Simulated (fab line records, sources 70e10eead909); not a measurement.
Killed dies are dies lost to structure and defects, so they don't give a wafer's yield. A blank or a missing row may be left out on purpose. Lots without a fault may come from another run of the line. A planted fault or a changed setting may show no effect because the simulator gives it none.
fab line records | flow nand_harc | part 2 of 2: steps 5 to 6 of 6
record lots=24 wafers=72 last_day=33
route steps=1302 shown P_BONDPAD@372 A_ZERO_WELL@411 A_ONON_D1@447 A_CHANNEL_HOLE_D1@450
lots that met no fault: from a run of the same line without faults
start_h: hours from the record's first day to the start of the lot's first wafer shown | wait_h: hours since the lot's step before | " the same as in the row above | L1.1+2: a row that stands for several wafers | - no value, or no start given | * or withheld: withheld | < > ~ a bound
route shown NAME@n: a module of which the file shows steps, and the number in the route of the first | usual: mean/standard deviation of fault-free wafers | same: alike in all rows | chamber/n: place in a boat | sites: the reading at each site | _std_site: their standard deviation | _edge_site: outer sites' mean less inner sites' | radius_mm: how far each site lies from the wafer's centre | mask NAME#n: copy n | behind: the tool/chamber that last shaped the wafer | hold: why the lot was held/for how many hours/how that ended | device: the transistor (n, p or np) that didn't switch | end of line: the same wafers' tests at the end of the route | a step without rows: its recipe alone | killed: dies lost to structure and defects at the first sort, not the wafer's yield | map: a wafer's dies, x killed, . not, _ none there
set.NAME: the setting as run; set.NAME@STEP: as run at that earlier step | model.NAME: the simulator's own value behind a step, which no gauge read
steps of the route over a sample of lots; a table a step, a row a wafer
services: from which hour (start_h, from the record's first day; less than 0 if before it) a tool's chamber was out of use, for how many hours, and why
## steps
# step NHARC_A_CHANNEL_HOLE_D1_DEP_00
# recipe target_thk_a=31000 temp_c=400 material=aC
# usual throttle_valve_pct=34.999/0.01
# columns lot.wafer tool chamber start_h wait_h throttle_valve_pct
L074.1 acl_dep-03 0 184.22 2.1 34.991
L074.5 " 0 185.51 3.4 35.010
L074.6 " 0 " " 34.999
L075.4 acl_dep-02 0 185.14 3.1 35.001
L075.5 " 0 " " 34.987
L075.6 " 0 " " 35.003
L076.1 acl_dep-02 0 203.57 3.0 34.999
L076.3 " 0 " " 34.985
L076.4 " 0 " " 34.985
L077.3 acl_dep-03 0 203.98 3.5 35.005
L077.5 " 0 " " 34.998
L077.6 " 0 " " 35.001
L078.1 acl_dep-01 0 217.50 0.1 34.985
L078.4 " 0 " " 34.982
L078.5 " 0 " " 34.999
L080.1 acl_dep-01 0 229.92 0.1 35.010
L080.5 " 0 231.17 1.3 35.020
L080.6 " 0 " " 34.999
L079.3 acl_dep-02 0 230.52 0.7 34.993
L079.4 " 0 " " 34.982
L079.6 " 0 " " 34.995
L081.1 acl_dep-03 0 253.85 3.1 35.036
L081.2 " 0 " " 34.987
L081.5 " 0 " " 34.988
L082.1 acl_dep-01 0 256.88 0.5 35.011
L082.3 " 0 " " 35.000
L082.6 " 0 " " 35.004
L083.1 acl_dep-01 0 269.86 0.1 34.995
L083.3 " 0 " " 35.004
L083.4 " 0 " " 35.007
L084.1 acl_dep-02 0 275.69 0.1 34.995
L084.2 " 0 " " 35.001
L084.3 " 0 " " 35.002
L085.3 acl_dep-03 0 289.77 2.9 34.971
L085.5 " 0 " " 34.997
L085.6 " 0 " " 35.006
L086.2 acl_dep-02 0 291.05 0.4 34.993
L086.5 " 0 " " 34.991
L086.6 " 0 " " 35.007
L087.3 acl_dep-01 0 302.18 0.8 34.975
L087.4 " 0 " " 35.001
L087.5 " 0 " " 34.994
L089.1 acl_dep-01 0 323.10 2.9 35.002
L089.2 " 0 " " 34.991
L089.4 " 0 " " 35.009
L088.2 acl_dep-03 0 323.28 3.3 34.996
L088.5 " 0 " " 34.994
L088.6 " 0 " " 34.992
L090.1 acl_dep-01 0 336.58 0.9 35.002
L090.2 " 0 " " 34.998
L090.4 " 0 " " 35.002
L091.2 acl_dep-03 0 349.21 1.5 34.990
L091.3 " 0 " " 35.002
L091.4 " 0 " " 35.005
L092.1 acl_dep-01 0 359.72 2.9 34.998
L092.3 " 0 " " 35.018
L092.6 " 0 " " 34.979
L093.4 acl_dep-02 0 360.38 3.6 35.004
L093.5 " 0 " " 34.993
L093.6 " 0 " " 34.992
L094.1 acl_dep-02 0 381.86 2.4 34.991
L094.2 " 0 " " 35.011
L094.4 " 0 " " 35.003
L095.1 acl_dep-03 0 383.43 3.8 35.009
L095.3 " 0 " " 35.002
L095.4 " 0 " " 35.005
L096.1 acl_dep-02 0 402.36 1.0 34.997
L096.3 " 0 " " 35.014
L096.5 " 0 " " 34.993
L097.3 acl_dep-03 0 412.86 3.5 34.988
L097.4 " 0 " " 34.996
L097.5 " 0 " " 35.007
# step NHARC_A_CHANNEL_HOLE_D1_ETCH_39
# recipe target_depth_a=2600 over_etch_frac=0.3 time_s=325 ion_energy_ev=200 n2_flow_sccm=150 h2_flow_sccm=150 ar_flow_sccm=0 rf_w=400 bias_w=150 chemistry=N2/H2
# usual bias_w=149.9/0.44 drypump_motor_current_A=5.6/0.38 n2_flow_sccm=150.1/0.44 oes_product_au=0.998/0.0095 rf_vpp_V=430.1/2.7 showerhead_plenum_p_Torr=2.02/0.096 throttle_valve_pct=14.171/0.0095
# columns lot.wafer tool chamber start_h wait_h bias_w drypump_motor_current_A n2_flow_sccm oes_product_au rf_hours_counter_h rf_vpp_V showerhead_plenum_p_Torr throttle_valve_pct
L075.4 rie_diel-08 1 - - 149.4 5.8 150.1 0.998 46 433.1 2.10 14.167
L075.5 " 3 " " 149.4 5.5 151.2 0.994 - 427.3 1.94 14.167
L075.6 " 0 " " 149.4 5.2 149.9 1.010 - 431.2 2.06 14.180
L074.1 rie_diel-09 2 - - 149.5 5.7 149.5 0.997 3 433.7 2.16 14.183
L074.5 " 2 " " 150.6 5.7 149.6 0.991 - 434.1 2.16 14.182
L074.6 " 3 " " 150.3 5.5 149.7 1.009 - 427.1 1.89 14.171
L077.3 rie_diel-08 0 - - 150.7 5.2 150.0 1.010 1 431.7 2.06 14.150
L077.5 " 2 " " 150.7 5.4 150.2 1.005 - 430.7 2.05 14.180
L077.6 " 3 " " 150.1 5.5 150.5 1.002 - 426.8 1.94 14.180
L076.1 rie_diel-09 0 - - 149.8 6.3 150.1 0.988 5 431.3 2.06 14.173
L076.3 " 2 " " 149.8 5.7 150.4 1.007 5 434.8 2.16 14.174
L076.4 " 3 " " 149.4 5.5 150.5 0.994 5 428.4 1.89 14.171
L078.1 rie_diel-09 3 - - 150.0 5.5 150.3 1.009 6 423.4 1.89 14.169
L078.4 " 1 " " 150.2 5.2 150.1 1.013 - 427.7 1.93 14.172
L078.5 " 3 " " 150.4 5.5 150.3 1.001 - 427.3 1.89 14.177
L079.4 rie_diel-09 1 - - 150.1 5.2 150.1 0.995 8 427.4 1.93 14.164
L079.3 " 2 " " 149.8 5.7 149.5 1.001 6 433.4 2.16 14.175
L079.6 " 0 " " 150.1 6.3 150.8 0.984 - 430.3 2.06 14.177
L080.1 rie_diel-09 3 - - 150.2 5.5 150.2 1.005 7 425.1 1.89 14.168
L080.6 " 3 " " 149.9 5.5 150.3 1.004 - 425.3 1.89 14.159
L080.5 " 0 " " 149.5 6.3 149.1 0.973 - 430.7 2.06 14.168
L081.1 rie_diel-09 0 - - 148.8 6.3 149.2 0.977 11 430.7 2.06 14.174
L081.2 " 1 " " 149.6 5.2 149.9 0.988 11 426.4 1.92 14.163
L081.5 " 3 " " 150.0 5.5 149.8 1.004 - 426.7 1.89 14.158
L082.1 rie_diel-09 3 - - 149.8 5.5 150.5 1.000 11 426.2 1.89 14.162
L082.3 " 0 " " 149.9 6.3 149.9 0.982 11 432.8 2.06 14.180
L082.6 " 3 " " 149.9 5.5 150.7 0.994 - 426.6 1.89 14.180
L083.4 rie_diel-09 1 - - 150.2 5.2 149.9 0.990 12 427.6 1.92 14.160
L083.1 " 2 " " 149.9 5.7 149.8 1.005 11 433.4 2.16 14.162
L083.3 " 3 " " 150.1 5.5 150.2 1.010 12 426.5 1.89 14.158
L084.3 rie_diel-09 2 - - 150.0 5.7 149.8 1.013 12 434.9 2.16 14.161
L084.1 " 3 " " 149.5 5.5 150.3 0.998 13 426.3 1.89 14.191
L084.2 " 1 " " 150.9 5.2 149.3 0.987 13 427.2 1.92 14.170
L085.3 rie_diel-07 3 - - 150.7 5.3 150.0 1.002 48 429.8 2.02 14.172
L085.6 " 2 " " 149.0 5.2 150.3 1.006 - 432.3 2.13 14.161
L085.5 " 3 " " 150.1 5.3 149.7 0.990 - 429.3 2.02 14.169
L086.2 rie_diel-09 2 - - 150.0 5.8 150.1 0.996 13 434.3 2.16 14.179
L086.6 " 0 " " 149.7 6.3 150.0 0.994 - 431.0 2.06 14.157
L086.5 " 1 " " 150.3 5.2 149.5 0.984 - 428.9 1.92 14.173
L087.4 rie_diel-08 1 - - 150.1 5.7 150.0 1.001 45 431.6 2.09 14.155
L087.3 " 3 " " 149.8 5.5 150.7 0.992 33 426.6 1.93 14.177
L087.5 " 1 " " 149.6 5.7 150.1 1.008 - 431.9 2.09 14.166
L088.2 rie_diel-08 0 - - 149.9 5.2 149.5 1.024 44 430.4 2.05 14.169
L088.6 " 3 " " 150.3 5.6 149.5 0.996 - 428.3 1.92 14.169
L088.5 " 0 " " 150.3 5.2 149.9 1.006 - 430.6 2.05 14.156
L089.4 rie_diel-08 1 - - 150.1 5.7 150.0 1.001 55 430.3 2.08 14.182
L089.2 " 2 " " 150.8 5.4 149.8 0.999 54 429.2 2.03 14.176
L089.1 " 3 " " 149.9 5.5 149.8 1.002 43 427.5 1.92 14.162
L090.2 rie_diel-09 0 - - 149.6 6.3 149.7 1.008 1 430.1 2.06 14.163
L090.1 " 1 " " 150.3 5.2 149.6 0.993 1 428.4 1.92 14.174
L090.4 " 2 " " 150.1 5.7 149.7 1.003 2 432.3 2.16 14.162
L091.2 rie_diel-07 3 - - 150.1 5.3 149.6 0.978 13 430.6 2.01 14.173
L091.4 " 0 " " 150.2 6.1 149.8 0.996 12 433.1 2.17 14.163
L091.3 " 2 " " 149.5 5.2 150.3 1.004 15 432.2 2.12 14.169
L093.4 rie_diel-09 0 - - 150.2 6.3 150.2 1.003 2 431.0 2.05 14.182
L093.6 " 3 " " 150.9 5.5 150.2 1.013 - 427.2 1.88 14.176
L093.5 " 0 " " 149.8 6.3 149.5 0.994 - 430.8 2.05 14.172
L092.1 rie_diel-07 0 - - 149.5 6.1 150.2 0.999 16 435.0 2.17 14.175
L092.3 " 3 " " 149.3 5.3 150.9 0.987 18 429.6 2.01 14.155
L092.6 " 0 " " 149.5 6.2 150.4 0.992 - 433.8 2.17 14.173
L094.4 rie_diel-09 3 - - 150.2 5.5 150.3 0.995 4 426.3 1.88 14.162
L094.2 " 0 " " 150.5 6.3 149.5 0.997 4 431.0 2.05 14.180
L094.1 " 1 " " 149.7 5.2 149.6 1.003 4 428.5 1.92 14.159
L095.4 rie_diel-07 3 - - 150.4 5.3 150.3 0.991 25 430.4 2.01 14.184
L095.3 " 0 " " 150.0 6.1 149.6 0.999 23 433.2 2.17 14.175
L095.1 " 1 " " 150.5 5.0 150.3 0.994 24 432.2 2.10 14.147
L096.1 rie_diel-09 3 - - 149.6 5.5 150.6 0.976 5 426.1 1.88 14.179
L096.3 " 0 " " 149.8 6.3 150.5 1.011 5 430.7 2.05 14.178
L096.5 " 1 " " 150.1 5.2 150.6 0.995 - 427.8 1.92 14.157
L097.3 rie_diel-08 1 - - 149.4 5.7 149.3 1.016 14 430.9 2.07 14.178
L097.4 " 2 " " 149.6 5.4 150.8 1.009 9 428.3 2.02 14.169
L097.5 " 0 " " 149.7 5.2 150.2 1.007 - 431.4 2.04 14.172
## services
# columns tool chamber start_h hours kind
acl_dep-03 - 121.21 13.0 pm
rie_diel-08 2 140.96 1.7 repair
rie_diel-09 - 143.10 9.0 pm
rie_diel-04 2 148.33 13.3 repair
acl_dep-01 - 161.05 9.4 repair
rie_diel-04 - 178.42 9.0 pm
rie_diel-01 3 183.18 30.8 repair
rie_diel-10 1 187.72 2.9 repair
rie_diel-01 - 188.68 0.4 repair
acl_dep-01 - 190.78 13.0 pm
rie_diel-10 - 191.08 0.3 repair
rie_diel-01 - 203.97 9.0 pm
rie_diel-09 2 218.79 4.5 repair
rie_diel-01 3 226.58 4.4 repair
rie_diel-09 0 239.80 1.7 repair
acl_dep-02 - 248.74 13.0 pm
acl_dep-03 - 305.52 13.0 pm
rie_diel-09 - 320.10 9.0 pm
rie_diel-01 1 329.55 4.6 repair
rie_diel-01 1 339.34 12.9 repair
rtp_anneal-01 - 372.00 12.0 pm
acl_dep-01 - 375.23 13.0 pm
rie_diel-01 - 380.97 9.0 pm
acl_dep-03 - 408.80 1.5 repair
